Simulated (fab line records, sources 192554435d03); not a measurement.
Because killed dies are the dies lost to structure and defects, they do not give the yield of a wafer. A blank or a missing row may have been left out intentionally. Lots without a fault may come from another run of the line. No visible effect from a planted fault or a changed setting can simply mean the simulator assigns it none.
fab line records	flow n5-finfet
[record] lots = 6	wafers = 18	last-day = 18
route steps=1938 shown MIM_BOT@1833 MIM_TOP@1834 MIM_TOP_LITHO@1839
lots with no fault: from the same line, run without faults
start-h: hours from the record's first day to the start of the lot's first wafer shown	wait-h: hours elapsed since this lot's preceding step	" as in the row above	L1.1+2: several wafers, shown together as one row	- either no value or no given start	* or withheld: withheld	< > ~ a bound
route shown NAME@n: NAME is a module with steps in the file, n the number in the route of the first one	usual: mean and standard deviation over wafers with no fault	same: alike in all rows	chamber/n: place in a boat	sites: per-site readings	_std_site: how widely they spread, as a standard deviation	_edge_site: mean of outer sites minus mean of inner sites	radius-mm: how far each site lies from the wafer's centre	mask NAME#n: copy n	behind: tool/chamber where the wafer was last shaped	hold: the reason the lot was held/the length of the hold in hours/how it ended	device: transistor that didn't switch, given as n, p or np	end of line: at the end of the route, the tests of the same wafers	a step with no rows: only its recipe	killed: dies lost to structure and defects at the first sort, not the wafer's yield	map: a wafer's dies, x killed, . not, _ none there
set.NAME: the run value of the setting; set.NAME@STEP: its run value at that earlier step	model.NAME: the simulator's own value behind a step, which no gauge read
lots at some steps of the route; a table a step, a row a wafer
services: a tool's chamber out of use, with start hour (start-h, from the record's first day; less than 0 if before it), hours out, and reason
[[steps]]
[step N5_MIM_BOT_SPUTTER_00]
[recipe] material = TiN	target-thk-a = 350	temp-c = 200	power-w = 3000	chamber-pressure-pa = 0.49996	gas = Ar	reactive-partial-pa = 0.37997	time-s = 89.7
[usual] substrate-temp-c = 199.98/0.16	throttle-valve-pct = 30.1/0.96
lot.wafer	tool	chamber	start-h	wait-h	substrate-temp-c	throttle-valve-pct
L874.1	pvd-sputter-01	-	256.71	0.0	200.09	31.1
L874.2	"	-	"	"	199.89	29.8
L874.5	"	-	"	"	199.93	29.7
L878.1	pvd-sputter-02	-	285.40	0.0	199.92	30.2
L878.2	"	-	"	"	200.29	30.7
L878.4	"	-	"	"	200.06	29.2
L885.1	pvd-sputter-03	-	365.61	0.0	199.52	29.7
L885.5	"	-	"	"	200.00	29.5
L885.6	"	-	"	"	200.13	28.2
L886.4	pvd-sputter-02	-	373.83	0.0	199.97	30.5
L886.5	"	-	"	"	199.94	29.9
L886.6	"	-	"	"	200.03	31.8
L896.1	pvd-sputter-03	-	411.17	0.0	200.09	28.2
L896.3	"	-	"	"	199.65	30.2
L896.5	"	-	"	"	199.98	30.3
L895.1	pvd-sputter-02	-	422.17	0.0	200.13	31.9
L895.4	"	-	"	"	199.76	30.4
L895.6	"	-	"	"	199.84	31.9
[step N5_MIM_TOP_ALD_00]
[recipe] material = Al2O3	target-thk-a = *	temp-c = withheld	ald-precursor-family = TMA	ald-co-reactant = O3	pulse-time-s = withheld	purge-time-s = 3	co-reactant-purge-time-s = withheld	co-reactant-pulse-time-s = 3	ald-cycles = withheld
[usual] precursor-pulse-height-rel = 0.999/0.019
lot.wafer	tool	chamber	start-h	wait-h	precursor-pulse-height-rel
L874.1	ald-hk-02	2	256.81	0.1	1.007
L874.2	"	0	"	"	1.000
L874.5	"	1	"	"	0.991
L878.1	ald-hk-03	3	285.50	0.1	0.966
L878.2	"	0	"	"	0.988
L878.4	"	1	"	"	0.978
L885.1	ald-hk-01	3	365.71	0.1	1.013
L885.5	"	0	"	"	1.029
L885.6	"	1	"	"	1.011
L886.4	ald-hk-01	1	373.93	0.1	1.000
L886.5	"	3	"	"	1.017
L886.6	"	2	"	"	0.966
L896.1	ald-hk-02	1	411.27	0.1	0.989
L896.3	"	0	"	"	1.014
L896.5	"	1	"	"	0.993
L895.1	ald-hk-03	1	422.27	0.1	0.954
L895.4	"	3	"	"	1.009
L895.6	"	3	"	"	1.025
[step N5_MIM_TOP_ALD_01]
[recipe] material = HfO2	target-thk-a = 56	temp-c = withheld	ald-precursor-family = Hf-amide	ald-co-reactant = O3	pulse-time-s = 1	purge-time-s = 3	co-reactant-purge-time-s = 2	co-reactant-pulse-time-s = 3	ald-cycles = 62
[usual] precursor-pulse-height-rel = 0.999/0.022
lot.wafer	tool	chamber	start-h	wait-h	precursor-pulse-height-rel
L874.1	ald-hk-02	2	-	-	0.969
L874.2	"	0	"	"	0.948
L874.5	"	1	"	"	1.012
L878.1	ald-hk-03	3	-	-	1.034
L878.2	"	0	"	"	0.964
L878.4	"	1	"	"	0.979
L885.1	ald-hk-01	3	-	-	0.999
L885.5	"	0	"	"	0.987
L885.6	"	1	"	"	0.979
L886.4	ald-hk-01	1	-	-	0.971
L886.5	"	3	"	"	0.992
L886.6	"	2	"	"	0.976
L896.1	ald-hk-02	1	-	-	1.029
L896.3	"	0	"	"	0.999
L896.5	"	1	"	"	0.993
L895.1	ald-hk-03	1	-	-	0.981
L895.4	"	3	"	"	0.988
L895.6	"	3	"	"	0.995
[step N5_MIM_TOP_ALD_02]
[recipe] material = Al2O3	target-thk-a = *	temp-c = withheld	ald-precursor-family = TMA	ald-co-reactant = O3	pulse-time-s = withheld	purge-time-s = 3	co-reactant-purge-time-s = withheld	co-reactant-pulse-time-s = 3	ald-cycles = withheld
[usual] precursor-pulse-height-rel = 0.998/0.019
lot.wafer	tool	chamber	start-h	wait-h	precursor-pulse-height-rel
L874.1	ald-hk-02	2	-	-	1.015
L874.2	"	0	"	"	0.996
L874.5	"	1	"	"	1.001
L878.1	ald-hk-03	3	-	-	0.992
L878.2	"	0	"	"	1.026
L878.4	"	1	"	"	1.001
L885.1	ald-hk-01	3	-	-	0.983
L885.5	"	0	"	"	0.962
L885.6	"	1	"	"	1.000
L886.4	ald-hk-01	1	-	-	1.006
L886.5	"	3	"	"	1.024
L886.6	"	2	"	"	1.014
L896.1	ald-hk-02	1	-	-	1.023
L896.3	"	0	"	"	0.990
L896.5	"	1	"	"	1.001
L895.1	ald-hk-03	1	-	-	0.983
L895.4	"	3	"	"	0.981
L895.6	"	3	"	"	0.985
[step N5_MIM_TOP_DEGAS_04]
[recipe] ambient = vacuum	temp-c = 300	time-s = 60
[usual] heater-power-w = 459/45
lot.wafer	tool	chamber	start-h	wait-h	heater-power-w
L874.1	pvd-sputter-01	-	257.93	-	430
L874.2	"	-	"	"	428
L874.5	"	-	"	"	504
L878.1	pvd-sputter-02	-	286.02	-	387
L878.2	"	-	"	"	437
L878.4	"	-	"	"	470
L885.1	pvd-sputter-03	-	366.49	-	547
L885.5	"	-	"	"	438
L885.6	"	-	"	"	562
L886.4	pvd-sputter-03	-	374.77	-	566
L886.5	"	-	"	"	422
L886.6	"	-	"	"	500
L896.1	pvd-sputter-02	-	414.39	-	404
L896.3	"	-	"	"	444
L896.5	"	-	"	"	469
L895.1	pvd-sputter-02	-	424.01	-	434
L895.4	"	-	"	"	387
L895.6	"	-	"	"	440
[step N5_MIM_TOP_SPUTTER_03]
[recipe] material = TiN	target-thk-a = 350	temp-c = 200	power-w = 3000	chamber-pressure-pa = 0.49996	gas = Ar	reactive-partial-pa = 0.37997	time-s = 89.7
[step N5_MIM_TOP_LITHO_HMDS_01]
[recipe] time-s = 60	temp-c = 120
[step N5_MIM_TOP_LITHO_COAT_02]
[recipe] spin-rpm = *	resist-thk-nm = *
[step N5_MIM_TOP_LITHO_EBR_04]
[recipe] solvent = PGMEA	ebr-width-mm = 1.5
[step N5_MIM_TOP_LITHO_SOFTBAKE_03]
[recipe] temp-c = 100	time-s = 90
[step N5_MIM_TOP_LITHO_EXPOSE_05]
[recipe] mask-id = MIM_TOP	na = 0.55	source-shape = conventional	sigma-outer = 0.8	polarization = unpolarized	target-cd-nm = 2000	dose-mj = 20.5
[step N5_MIM_TOP_LITHO_PEB_06]
[recipe] peb-temp-c = withheld	peb-time-s = *
[step N5_MIM_TOP_LITHO_DEVELOP_07]
[recipe] develop-time-s = 60	rinse-liquid = diw	dry = air-spin	dev-temp-c = 21
[usual] chill-plate-temp-C = 22.99/0.11	develop-time-s = 60/0
lot.wafer	tool	chamber	start-h	wait-h	chill-plate-temp-C	develop-time-s	model.coat_of_MIM_TOP_LITHO_COAT_02.thk-nm
L874.1	litho-track-05	0	258.37	-	23.06	60	*
L874.2	"	0	"	"	23.11	60	*
L874.5	"	0	"	"	23.18	60	*
L878.1	litho-track-03	0	286.34	-	23.07	60	*
L878.2	"	0	"	"	23.04	60	*
L878.4	"	0	"	"	22.98	60	*
L885.1	litho-track-05	-	366.80	-	-	-	*
L885.5	"	-	"	"	-	-	*
L885.6	"	-	"	"	-	-	*
L886.4	litho-track-02	-	375.08	-	-	-	*
L886.5	"	-	"	"	-	-	*
L886.6	"	-	"	"	-	-	*
L896.1	litho-track-03	0	414.71	-	22.86	60	*
L896.3	"	0	"	"	22.84	60	*
L896.5	"	0	"	"	22.86	60	*
L895.1	litho-track-02	0	424.45	-	22.99	60	*
L895.4	"	0	"	"	22.94	60	*
L895.6	"	0	"	"	22.87	60	*
[step N5_MIM_TOP_LITHO_HARDBAKE_09]
[recipe] temp-c = 130	time-s = 120
[[services]]
tool	chamber	start-h	hours	kind
ald-hk-02	-	243.61	0.9	repair
pvd-sputter-01	-	272.12	7.8	repair
ald-hk-03	-	325.73	6.0	pm
pvd-sputter-01	-	353.12	1.8	repair
litho-track-03	-	364.35	-	consumable-replace:filter
pvd-sputter-03	-	400.63	1.9	repair
ald-hk-02	-	412.85	0.6	repair
ald-hk-02	-	422.60	2.8	pm
[[key]]
[first-sign] step = N5_MIM_TOP_LITHO_DEVELOP_07	reading = tool-record	direction = missing
effect none on later readings
[model-effect] step = N5_MIM_TOP_LITHO_DEVELOP_07	value = coat_of_MIM_TOP_LITHO_COAT_02.thk-nm	without = *	struck = *
met-at N5_MIM_TOP_LITHO_DEVELOP_07
struck-wafers L885.1,L885.5,L885.6,L886.4,L886.5,L886.6
later-rows-left-out L885.1,L885.5,L885.6,L886.4,L886.5,L886.6
sort-left-out L885.1,L885.5,L885.6,L886.4,L886.5,L886.6
onset-between 258.37 366.80
[fault] kind = skipped-step-whole	tool = litho-track-02,litho-track-05	chamber = -	onset-h = 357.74	steps = N5_MIM_TOP_LITHO_DEVELOP_07	scope = struck-lots-only
// sort-left-out: the simulated sort isn't trusted on such a fault, so these wafers' sort isn't shown, and their yield isn't known
// later-rows-left-out: the simulator's readings of these wafers behind a module that went badly wrong aren't trusted and aren't shown, but for the sort
